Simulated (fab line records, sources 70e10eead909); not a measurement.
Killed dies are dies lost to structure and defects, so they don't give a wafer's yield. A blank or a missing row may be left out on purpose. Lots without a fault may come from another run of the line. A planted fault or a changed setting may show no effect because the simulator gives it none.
fab line records | flow nand_harc
record lots=6 wafers=18 last_day=32
route steps=1302 shown P_GATE@126 END@1302
lots that met no fault: from a run of the same line without faults
start_h: hours from the record's first day to the start of the lot's first wafer shown | wait_h: hours since the lot's step before | " the same as in the row above | L1.1+2: a row that stands for several wafers | - no value, or no start given | * or withheld: withheld | < > ~ a bound
route shown NAME@n: a module of which the file shows steps, and the number in the route of the first | usual: mean/standard deviation of fault-free wafers | same: alike in all rows | chamber/n: place in a boat | sites: the reading at each site | _std_site: their standard deviation | _edge_site: outer sites' mean less inner sites' | radius_mm: how far each site lies from the wafer's centre | mask NAME#n: copy n | behind: the tool/chamber that last shaped the wafer | hold: why the lot was held/for how many hours/how that ended | device: the transistor (n, p or np) that didn't switch | end of line: the same wafers' tests at the end of the route | a step without rows: its recipe alone | killed: dies lost to structure and defects at the first sort, not the wafer's yield | map: a wafer's dies, x killed, . not, _ none there
set.NAME: the setting as run; set.NAME@STEP: as run at that earlier step | model.NAME: the simulator's own value behind a step, which no gauge read
lots at some steps of the route; a table a step, a row a wafer
services: from which hour (start_h, from the record's first day; less than 0 if before it) a tool's chamber was out of use, for how many hours, and why
## steps
# step NHARC_P_GATE_STRIP_15
# recipe time_s=780 temp_c=130 chemistry=SPM
# step NHARC_P_GATE_PRECLEAN_71
# recipe time_s=* temp_c=50 bath_age_min=0 chemistry=SC1
# step NHARC_P_GATE_SRD_72
# step NHARC_P_GATE_OXIDE_16
# recipe target_thk_a=30 temp_c=875 ox_time_s=392 material=SiO2
# step NHARC_P_GATE_CVD_17
# recipe target_thk_a=1500 temp_c=620 time_s=900 material=poly-Si
# step NHARC_P_GATE_HM_DEP_102
# recipe target_thk_a=1200 temp_c=400 material=aC
# usual throttle_valve_pct=35.000/0.0089
# columns lot.wafer tool chamber start_h wait_h throttle_valve_pct
L596.2 acl_dep-03 0 94.36 0.5 35.007
L596.3 " 0 " " 34.998
L596.4 " 0 " " 34.998
L604.3 acl_dep-02 0 173.76 1.3 35.008
L604.4 " 0 " " 35.015
L604.6 " 0 " " 34.991
L608.1 acl_dep-01 0 213.71 0.4 35.004
L608.2 " 0 " " 34.982
L608.4 " 0 " " 35.001
L610.2 acl_dep-03 0 239.26 0.5 35.001
L610.3 " 0 " " 34.995
L610.4 " 0 " " 34.994
L609.1 acl_dep-03 0 239.79 1.0 34.995
L609.5 " 0 " " 34.991
L609.6 " 0 " " 35.005
L617.1 acl_dep-01 0 300.96 0.5 35.001
L617.2 " 0 " " 34.998
L617.5 " 0 " " 35.017
# step NHARC_P_GATE_DEP_103
# recipe target_thk_a=300 target_thk_nm=30 temp_c=400 flow_sccm=200 rf_w=350 material=SiON
# usual heater_power_w=736/84 rf_fwd_power_W=348.4/1.1
# columns lot.wafer tool chamber start_h wait_h heater_power_w rf_fwd_power_W
L596.3 pecvd-03 2 94.92 0.3 696 348.8
L596.2 " 1 " " 836 349.5
L596.4 " 0 " " 768 347.1
L604.3 pecvd-01 0 174.35 0.5 745 348.3
L604.6 " 2 " " 887 347.9
L604.4 " 0 " " 732 348.9
L608.1 pecvd-01 1 214.38 0.6 766 346.4
L608.2 " 2 " " 805 348.2
L608.4 " 2 " " 803 348.1
L610.2 pecvd-01 1 239.84 0.5 859 345.2
L610.3 " 2 " " 799 349.9
L610.4 " 2 " " 789 349.6
L609.1 pecvd-02 0 240.51 0.6 752 347.9
L609.6 " 1 " " 641 345.3
L609.5 " 0 " " 730 348.2
L617.2 pecvd-01 0 301.66 0.5 737 348.5
L617.1 " 1 " " 833 348.0
L617.5 " 0 " " 741 347.3
# step NHARC_P_GATE_DEHYDRATE_18
# recipe temp_c=150 time_s=120
# step NHARC_P_GATE_HMDS_19
# recipe time_s=30
# step NHARC_P_GATE_COAT_20
# recipe spin_rpm=1500 resist_thk_nm=90
# step NHARC_P_GATE_SOFTBAKE_21
# recipe temp_c=105 time_s=55
# step NHARC_P_GATE_EBR_22
# step NHARC_P_GATE_EXPOSE_23
# recipe na=1.35 target_cd_nm=120 dose_mj=93.91 mask_id=P_GATE
# usual exposure_dose_mJ_cm2=93.90/0.1 focus_offset_nm=0.0/0.54
# columns lot.wafer tool chamber start_h wait_h mask exposure_dose_mJ_cm2 focus_offset_nm
L596.2 arfi_scanner-01 0 95.45 - P_GATE#0 93.93 -0.3
L596.3 " 0 " " P_GATE#0 93.93 -0.3
L596.4 " 0 " " P_GATE#0 93.95 0.1
L604.3 arfi_scanner-02 0 174.72 - P_GATE#0 93.72 0.6
L604.4 " 0 " " P_GATE#0 93.81 0.2
L604.6 " 0 " " P_GATE#0 93.83 0.0
L608.1 arfi_scanner-02 0 214.79 - P_GATE#0 85.25 0.3
L608.2 " 0 " " P_GATE#0 85.13 0.8
L608.4 " 0 " " P_GATE#0 85.17 0.5
L610.2 arfi_scanner-02 0 240.23 - P_GATE#0 85.11 0.0
L610.3 " 0 " " P_GATE#0 85.05 0.8
L610.4 " 0 " " P_GATE#0 85.22 1.2
L609.1 arfi_scanner-03 0 240.99 - P_GATE#0 93.70 0.0
L609.5 " 0 " " P_GATE#0 93.75 0.1
L609.6 " 0 " " P_GATE#0 93.90 0.0
L617.1 arfi_scanner-01 0 302.17 - P_GATE#0 93.95 -0.2
L617.2 " 0 " " P_GATE#0 93.96 -1.0
L617.5 " 0 " " P_GATE#0 93.99 0.1
# step NHARC_P_GATE_PEB_24
# recipe peb_temp_c=100 peb_time_s=65
# step NHARC_P_GATE_DEVELOP_25
# recipe develop_time_s=35 dev_temp_c=23
# step NHARC_P_GATE_CD_MEAS_26
# recipe target_cd_nm=120 landing_energy_ev=500
# usual cd_nm=119.9/0.56
# columns lot.wafer tool chamber start_h wait_h cd_nm
L596.2 cd_sem-03 0 95.59 - 120.5
L596.3 " 0 " " 120.6
L596.4 " 0 " " 120.1
L604.3 cd_sem-02 0 174.85 - 119.8
L604.4 " 0 " " 120.2
L604.6 " 0 " " 120.3
L608.1 cd_sem-03 0 214.93 - 126.3
L608.2 " 0 " " 126.0
L608.4 " 0 " " 125.9
L610.2 cd_sem-02 0 240.37 - 126.4
L610.3 " 0 " " 126.2
L610.4 " 0 " " 125.7
L609.1 cd_sem-01 0 241.13 - 119.6
L609.5 " 0 " " 120.0
L609.6 " 0 " " 120.1
L617.1 cd_sem-03 0 302.31 - 120.5
L617.2 " 0 " " 120.8
L617.5 " 0 " " 121.2
# step NHARC_P_GATE_OVL_MEAS_27
# usual overlay_x_nm=0.0/0.83 overlay_y_nm=0.0/0.88
# columns lot.wafer tool chamber start_h wait_h overlay_x_nm overlay_y_nm
L596.2 overlay-02 - 95.68 - -0.8 -0.9
L596.3 " - " " -0.8 -0.5
L596.4 " - " " -0.8 -1.1
L604.3 overlay-02 - 174.94 - 0.1 0.4
L604.4 " - " " -0.2 0.0
L604.6 " - " " 0.1 0.8
L608.1 overlay-01 - 215.02 - 0.5 -0.5
L608.2 " - " " 0.3 -0.8
L608.4 " - " " -0.1 -0.9
L610.2 overlay-02 - 240.46 - 2.3 1.2
L610.3 " - " " 2.1 1.3
L610.4 " - " " 2.0 0.6
L609.1 overlay-01 - 241.22 - -0.3 -0.7
L609.5 " - " " -1.5 -0.8
L609.6 " - " " -0.4 -0.4
L617.1 overlay-02 - 302.39 - 0.1 -1.7
L617.2 " - " " 0.1 -1.1
L617.5 " - " " 0.6 -0.6
# step NHARC_P_GATE_INSPECT_28
# usual raw_defect_count=6/3.2
# columns lot.wafer tool chamber start_h wait_h raw_defect_count
L596.2 defect_inspect-02 - 95.71 0.0 6
L596.3 " - " " 10
L596.4 " - " " 5
L604.3 defect_inspect-02 - 174.97 0.0 4
L604.4 " - " " 8
L604.6 " - " " 9
L608.1 defect_inspect-02 - 215.06 0.0 7
L608.2 " - " " 5
L608.4 " - " " 4
L610.2 defect_inspect-02 - 240.49 0.0 4
L610.3 " - " " 2
L610.4 " - " " 1
L609.1 defect_inspect-02 - 241.26 0.0 1
L609.5 " - " " 4
L609.6 " - " " 3
L617.1 defect_inspect-01 - 302.43 0.0 11
L617.2 " - " " 6
L617.5 " - " " 8
# step NHARC_P_GATE_DESCUM_31
# recipe time_s=3 o2_flow_sccm=200 ar_flow_sccm=0 bias_power_w=0 chemistry=O2
# usual chamber_pressure_mTorr=60.00/0.054 drypump_motor_current_A=5.7/0.43 oes_product_au=0.996/0.01 rf_vpp_V=57.7/0.9 showerhead_plenum_p_Torr=1.89/0.067 throttle_valve_pct=11.311/0.009
# columns lot.wafer tool chamber start_h wait_h chamber_pressure_mTorr drypump_motor_current_A oes_product_au rf_hours_counter_h rf_vpp_V showerhead_plenum_p_Torr throttle_valve_pct model.P_GATE.cd_nm
L596.2 rie_diel-06 1 95.77 0.1 59.96 5.7 0.995 6.8 56.8 1.93 11.302 120.4
L596.3 " 2 " " 60.06 6.2 0.989 7.6 57.2 1.91 11.302 120.6
L596.4 " 0 " " 59.98 5.2 1.023 6.3 58.2 1.82 11.310 120.5
L604.4 rie_diel-06 1 175.05 0.1 59.92 5.7 1.013 1.6 57.9 1.93 11.321 119.8
L604.3 " 2 " " 60.00 6.2 0.990 1.9 59.3 1.91 11.311 121
L604.6 " 3 " " 59.95 6.0 0.996 - 57.5 2.02 11.310 121.1
L608.2 rie_diel-06 0 215.12 0.1 59.98 5.1 0.992 5.7 57.7 1.82 11.324 126.6
L608.4 " 2 " " 59.95 6.2 0.994 4.6 58.3 1.91 11.311 125.8
L608.1 " 3 " " 59.99 6.0 0.995 6.0 56.8 2.02 11.320 126.3
L610.3 rie_diel-02 1 240.56 0.1 60.09 5.8 1.005 0.4 58.7 1.96 11.308 126.3
L610.4 " 2 " " 59.89 4.9 1.018 0.3 58.1 1.80 11.326 126
L610.2 " 3 " " 60.05 6.3 0.991 0.4 59.3 1.84 11.316 126.5
L609.1 rie_diel-02 2 241.32 0.1 60.01 4.9 1.025 0.4 55.1 1.80 11.315 119.5
L609.5 " 2 " " 60.07 4.9 1.011 - 56.8 1.80 11.294 120.1
L609.6 " 3 " " 59.97 6.3 0.993 - 57.5 1.84 11.310 120.7
L617.2 rie_diel-02 2 302.49 0.1 59.93 4.9 1.009 4.6 56.6 1.80 11.305 120.8
L617.1 " 1 " " 60.02 5.8 0.978 5.1 58.8 1.96 11.305 120.6
L617.5 " 3 " " 59.92 6.3 0.990 - 57.3 1.84 11.323 121.3
# step NHARC_P_GATE_ETCH_104
# recipe target_depth_a=600 time_s=withheld cf4_flow_sccm=100 chf3_flow_sccm=30 ar_flow_sccm=0 rf_w=500 bias_w=200 chemistry=CF4/CHF3
# step NHARC_P_GATE_HM_OPEN_105
# recipe target_depth_a=3600 o2_flow_sccm=400 cos_flow_sccm=20 ar_flow_sccm=0 rf_w=500 bias_w=300 chemistry=O2/COS
# usual chamber_pressure_mTorr=19.997/0.019 cos_flow_sccm=20.00/0.056 drypump_motor_current_A=5.7/0.43 oes_product_au=0.998/0.011 rf_fwd_power_W=498.2/1.5 rf_vpp_V=466.6/2.5 showerhead_plenum_p_Torr=3.09/0.11 throttle_valve_pct=28.331/0.0093
# columns lot.wafer tool chamber start_h wait_h chamber_pressure_mTorr cos_flow_sccm drypump_motor_current_A oes_product_au rf_fwd_power_W rf_hours_counter_h rf_vpp_V showerhead_plenum_p_Torr throttle_valve_pct
L596.3 rie_diel-06 0 - - 19.993 19.99 5.2 1.017 497.6 6.3 463.1 2.98 28.327
L596.2 " 2 " " 19.996 19.95 6.2 0.994 499.8 7.7 468.6 3.12 28.328
L596.4 " 3 " " 20.019 19.94 6.0 0.996 495.0 7.1 469.7 3.29 28.322
L604.4 rie_diel-06 3 - - 20.008 19.84 6.0 0.997 498.5 2.1 470.6 3.29 28.331
L604.3 " 1 " " 19.949 20.07 5.7 1.017 499.5 1.6 467.2 3.14 28.335
L604.6 " 2 " " 19.989 20.00 6.3 1.005 498.8 - 467.2 3.12 28.329
L608.4 rie_diel-06 0 - - 19.998 20.07 5.1 1.001 495.4 5.8 464.8 2.98 28.343
L608.1 " 1 " " 20.012 20.01 5.7 1.005 499.0 4.3 466.9 3.14 28.340
L608.2 " 2 " " 19.968 20.02 6.3 0.983 500.6 4.6 467.3 3.12 28.330
L610.2 rie_diel-02 2 - - 20.018 20.01 4.9 1.013 497.3 0.4 464.1 2.95 28.327
L610.3 " 3 " " 20.009 19.90 6.3 0.986 498.8 0.4 465.4 3.01 28.338
L610.4 " 0 " " 20.010 20.01 5.7 1.003 498.7 0.5 464.5 2.96 28.324
L609.1 rie_diel-02 3 - - 19.998 19.92 6.3 0.987 499.5 0.4 465.0 3.01 28.299
L609.6 " 3 " " 19.976 19.91 6.3 0.986 499.0 - 464.4 3.01 28.336
L609.5 " 0 " " 20.017 19.95 5.8 0.987 501.9 - 465.1 2.96 28.333
L617.2 rie_diel-02 2 - - 20.021 19.98 4.9 1.006 498.7 4.7 464.2 2.95 28.314
L617.1 " 3 " " 19.976 20.09 6.3 0.990 496.3 4.2 464.1 3.01 28.323
L617.5 " 0 " " 19.997 20.02 5.7 1.003 499.1 - 463.9 2.96 28.332
# step NHARC_P_GATE_STRIP_106
# recipe o2_flow_sccm=400 cos_flow_sccm=20 ar_flow_sccm=0 bias_w=0 chemistry=O2/COS
# step NHARC_P_GATE_ETCH_114
# recipe target_depth_a=300 overetch_a=30 time_s=16.5 ion_energy_ev=100 cf4_flow_sccm=80 o2_flow_sccm=20 ar_flow_sccm=0 rf_w=300 bias_w=100 chemistry=CF4/O2
# usual chamber_pressure_mTorr=30.002/0.024 drypump_motor_current_A=5.7/0.43 oes_product_au=0.997/0.01 rf_fwd_power_W=294.2/1.5 rf_vpp_V=197.5/1.3 showerhead_plenum_p_Torr=1.32/0.046 throttle_valve_pct=13.399/0.0089
# columns lot.wafer tool chamber start_h wait_h chamber_pressure_mTorr drypump_motor_current_A oes_product_au rf_fwd_power_W rf_hours_counter_h rf_vpp_V showerhead_plenum_p_Torr throttle_valve_pct
L596.4 rie_diel-06 3 - - 29.973 6.0 0.987 291.5 7.1 199.4 1.41 13.411
L596.2 " 0 " " 30.016 5.1 1.012 293.4 6.4 195.6 1.27 13.399
L596.3 " 2 " " 30.011 6.3 0.987 293.9 7.7 197.7 1.34 13.390
L604.4 rie_diel-06 0 - - 29.989 5.1 1.004 294.3 1.8 195.9 1.27 13.408
L604.3 " 2 " " 29.973 6.2 0.988 294.9 2.0 198.5 1.33 13.395
L604.6 " 1 " " 30.026 5.7 1.010 295.3 - 198.9 1.34 13.401
L608.4 rie_diel-06 2 - - 30.012 6.2 0.997 292.4 4.6 196.3 1.33 13.383
L608.2 " 3 " " 30.002 6.0 0.996 291.6 6.1 198.1 1.41 13.396
L608.1 " 0 " " 30.053 5.1 1.001 293.3 5.8 194.7 1.27 13.410
L610.3 rie_diel-02 0 - - 30.033 5.8 1.003 296.6 0.5 196.4 1.26 13.398
L610.4 " 1 " " 30.008 5.8 1.000 295.1 0.5 196.7 1.37 13.393
L610.2 " 3 " " 29.998 6.3 0.986 293.8 0.4 196.7 1.28 13.391
L609.1 rie_diel-02 1 - - 30.003 5.8 1.002 297.4 0.6 199.0 1.37 13.403
L609.5 " 1 " " 30.025 5.7 1.000 295.6 - 197.6 1.37 13.402
L609.6 " 2 " " 30.007 4.9 1.017 294.8 - 196.5 1.26 13.406
L617.2 rie_diel-02 0 - - 30.003 5.8 0.995 295.9 4.7 197.4 1.26 13.403
L617.1 " 1 " " 30.028 5.8 0.993 294.5 5.2 196.9 1.37 13.395
L617.5 " 3 " " 29.950 6.3 0.994 295.7 - 197.8 1.28 13.410
# step NHARC_P_GATE_ETCH_32
# recipe target_depth_a=1500 over_etch_frac=1 over_etch_ion_energy_ev=40 time_s=100.1 hbr_flow_sccm=150 cl2_flow_sccm=50 rf_w=400 icp_w=400 bias_w=100 chemistry=HBr/Cl2
# usual chamber_pressure_mTorr=15.000/0.013 drypump_motor_current_A=5.8/0.34 he_backside_leak_sccm=2.83/0.28 oes_product_au=1.002/0.0088 rf_fwd_power_W=397.4/1.3 throttle_valve_pct=26.406/0.0091
# columns lot.wafer tool chamber start_h wait_h chamber_pressure_mTorr drypump_motor_current_A he_backside_leak_sccm oes_product_au rf_fwd_power_W rf_hours_counter_h throttle_valve_pct model.P_GATE.cd_nm
L596.2 rie_si-04 0 96.25 - 14.986 6.1 2.90 1.017 394.4 0.45 26.400 118.8
L596.3 " 1 " " 15.000 5.9 3.08 1.009 397.8 0.64 26.399 119.6
L596.4 " 2 " " 15.003 5.9 2.66 1.018 396.9 0.65 26.409 117
L604.4 rie_si-01 1 175.49 - 15.000 6.2 2.63 1.008 396.9 0.87 26.429 117.5
L604.3 " 3 " " 14.992 5.4 3.34 0.997 398.4 0.94 26.401 119.4
L604.6 " 2 " " 15.022 6.1 3.06 1.005 396.4 - 26.415 121.6
L608.1 rie_si-01 2 215.60 - 15.001 6.1 2.98 1.000 395.1 0.05 26.408 128.3
L608.2 " 3 " " 15.001 5.4 3.04 1.000 398.7 0.09 26.405 126.1
L608.4 " 0 " " 15.014 5.3 2.40 1.010 398.6 0.09 26.397 125.5
L610.2 rie_si-03 3 241.02 - 14.995 5.8 2.90 0.989 399.4 0.06 26.387 128.9
L610.4 " 0 " " 15.008 6.0 2.96 1.008 397.7 0.10 26.416 124.8
L610.3 " 2 " " 14.988 5.1 2.88 1.010 399.6 0.06 26.398 129.4
L609.1 rie_si-04 1 241.84 - 15.004 5.9 2.95 1.008 396.8 0.37 26.403 120.8
L609.6 " 2 " " 15.019 5.9 2.51 1.008 397.4 - 26.397 119.6
L609.5 " 3 " " 14.982 6.0 3.03 1.017 398.1 - 26.408 119.6
L617.2 rie_si-01 3 302.96 - 15.005 5.4 3.09 1.005 396.0 0.59 26.386 123.4
L617.1 " 1 " " 14.973 6.2 2.28 1.008 398.0 0.67 26.410 124.1
L617.5 " 0 " " 15.019 5.3 2.29 0.998 397.0 - 26.398 122.7
# step NHARC_P_GATE_STRIP_108
# recipe o2_flow_sccm=500 ar_flow_sccm=0 bias_w=0 chemistry=O2
# usual chamber_pressure_mTorr=59.99/0.056 drypump_motor_current_A=5.7/0.43 oes_product_au=0.998/0.0098 rf_vpp_V=57.8/0.87 showerhead_plenum_p_Torr=3.49/0.12 throttle_valve_pct=17.036/0.0094
# columns lot.wafer tool chamber start_h wait_h chamber_pressure_mTorr drypump_motor_current_A oes_product_au rf_hours_counter_h rf_vpp_V showerhead_plenum_p_Torr throttle_valve_pct
L596.4 rie_diel-02 1 96.40 - 59.94 5.8 0.994 1 57.7 3.61 17.027
L596.3 " 2 " " 60.03 4.9 0.992 1 58.2 3.34 17.046
L596.2 " 3 " " 59.94 6.4 0.983 1 57.1 3.41 17.026
L604.4 rie_diel-06 3 175.66 - 59.98 6.0 0.982 2 58.8 3.71 17.031
L604.3 " 1 " " 60.10 5.7 1.010 2 58.0 3.55 17.042
L604.6 " 3 " " 59.99 6.0 0.979 - 58.8 3.71 17.040
L608.1 rie_diel-02 2 215.75 - 59.98 4.9 0.998 8 57.3 3.34 17.045
L608.4 " 3 " " 60.05 6.4 0.989 8 57.2 3.40 17.036
L608.2 " 1 " " 59.92 5.8 0.990 7 57.9 3.61 17.027
L610.4 rie_diel-06 0 241.18 - 60.08 5.2 1.002 7 56.8 3.37 17.027
L610.2 " 1 " " 59.91 5.7 0.999 6 58.7 3.55 17.034
L610.3 " 2 " " 59.97 6.2 0.989 6 58.1 3.52 17.029
L609.1 rie_diel-06 3 241.97 - 60.06 6.0 0.989 7 57.9 3.71 17.034
L609.5 " 2 " " 59.97 6.2 0.992 - 57.9 3.52 17.037
L609.6 " 3 " " 60.03 6.0 0.983 - 58.9 3.71 17.046
L617.2 rie_diel-06 3 303.12 - 60.01 6.0 1.001 11 58.1 3.71 17.051
L617.1 " 1 " " 60.02 5.7 1.010 10 59.8 3.54 17.034
L617.5 " 0 " " 59.94 5.2 1.015 - 58.7 3.37 17.022
# step NHARC_END_SORT_01
# recipe temp_c=25
# usual killed_at_array=50/16 killed_at_other=0.8/1 killed_at_periphery=4/3.1 killed_dies=54/16 killed_open=3.2/2 killed_short=2.5/1.6
# same gross_dies=677
# columns lot.wafer tool chamber start_h wait_h killed_at_array killed_at_other killed_at_periphery killed_dies killed_open killed_short
L608.1 prober-01 0 681.83 2.5 63 0 5 68 4 1
L608.2 prober-01 0 682.62 2.8 54 0 5 59 4 1
L608.4 prober-01 0 684.20 3.4 71 1 3 75 2 3
# killed by level:class
L608.1 A_CHANNEL_HOLE_D1:chamber_film_flake=23 A_CHANNEL_HOLE_D2:chamber_film_flake=21 A_CONTACT:chamber_film_flake=13 P_BONDPAD:chamber_film_flake=2 A_STAIRCASE:chamber_film_flake=2 P_GATE:geometric_particle:short=1 P_M0:geometric_particle:open=1 A_ONON_D1:geometric_particle:open=1
L608.2 A_CHANNEL_HOLE_D2:chamber_film_flake=20 A_CHANNEL_HOLE_D1:chamber_film_flake=19 A_CONTACT:chamber_film_flake=7 A_SGD_CUT:chamber_film_flake=3 P_CONTACT:geometric_particle:open=2 A_STAIRCASE:chamber_film_flake=2 P_ZERO_WELL:geometric_particle:open=1 P_M0:geometric_particle:open=1
L608.4 A_CHANNEL_HOLE_D1:chamber_film_flake=41 A_CHANNEL_HOLE_D2:chamber_film_flake=18 A_CONTACT:chamber_film_flake=7 P_GATE:geometric_particle:short=1 P_M0:geometric_particle:open=1 A_CHANNEL_FILL_D2:geometric_particle:short=1 A_WL_FILL:geometric_particle:open=1 A_M0:geometric_particle:short=1
## services
# columns tool chamber start_h hours kind
rie_diel-06 - 71.55 0.7 repair
rie_si-01 2 71.69 5.1 repair
rie_si-04 1 78.61 9.4 repair
arfi_scanner-01 - 80.00 4.0 pm
rie_si-04 2 82.17 10.2 repair
arfi_scanner-02 - 84.25 1.1 repair
rie_si-04 1 103.53 0.9 repair
rie_si-01 2 110.29 1.0 repair
acl_dep-03 - 118.53 13.0 pm
rie_si-01 - 125.32 0.9 repair
rie_diel-06 - 130.22 9.0 pm
pecvd-01 - 130.23 13.0 pm
arfi_scanner-02 - 140.00 4.0 pm
rie_si-01 - 155.47 0.6 repair
rie_si-04 - 165.00 9.0 pm
rie_diel-02 - 172.49 22.2 repair
acl_dep-01 - 189.25 13.0 pm
rie_si-01 - 193.00 9.0 pm
rie_diel-06 2 207.28 1.3 repair
rie_diel-02 - 216.70 9.0 pm
pecvd-01 - 268.25 1.7 repair
arfi_scanner-02 - 282.24 2.6 repair
rie_diel-02 3 295.07 3.0 repair
acl_dep-03 - 301.03 13.0 pm
## key
first_sign step=NHARC_P_GATE_EXPOSE_23 reading=exposure_dose_mJ_cm2 direction=down sigmas=87 usual=93.90 struck=85.16
effect step=NHARC_P_GATE_CD_MEAS_26 reading=cd_nm direction=up sigmas=11 usual=119.9 struck=126.1
model_effect step=NHARC_P_GATE_DESCUM_31 value=P_GATE.cd_nm without=120.4 struck=126.2
model_effect step=NHARC_P_GATE_ETCH_32 value=P_GATE.cd_nm without=121.3 struck=127.2
met_at NHARC_P_GATE_EXPOSE_23
struck_wafers L608.1,L608.2,L608.4,L610.2,L610.3,L610.4
tester_left_out L608,L610
onset_between 174.72 214.79
fault kind=process_parameter_drift tool=arfi_scanner-02 chamber=- onset_h=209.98 steps=NHARC_P_GATE_EXPOSE_23 channel=dose_mj offset=-8.7923 shape=step acts_in=these_recipes_only stated=93.91
# tester_left_out: of these lots the tester's yield and bins aren't shown, on N5 and GAA mostly nor the transistor test; their killed dies are dies lost to structure and defects alone, not to doping, threshold or leakage, so they don't give the yield
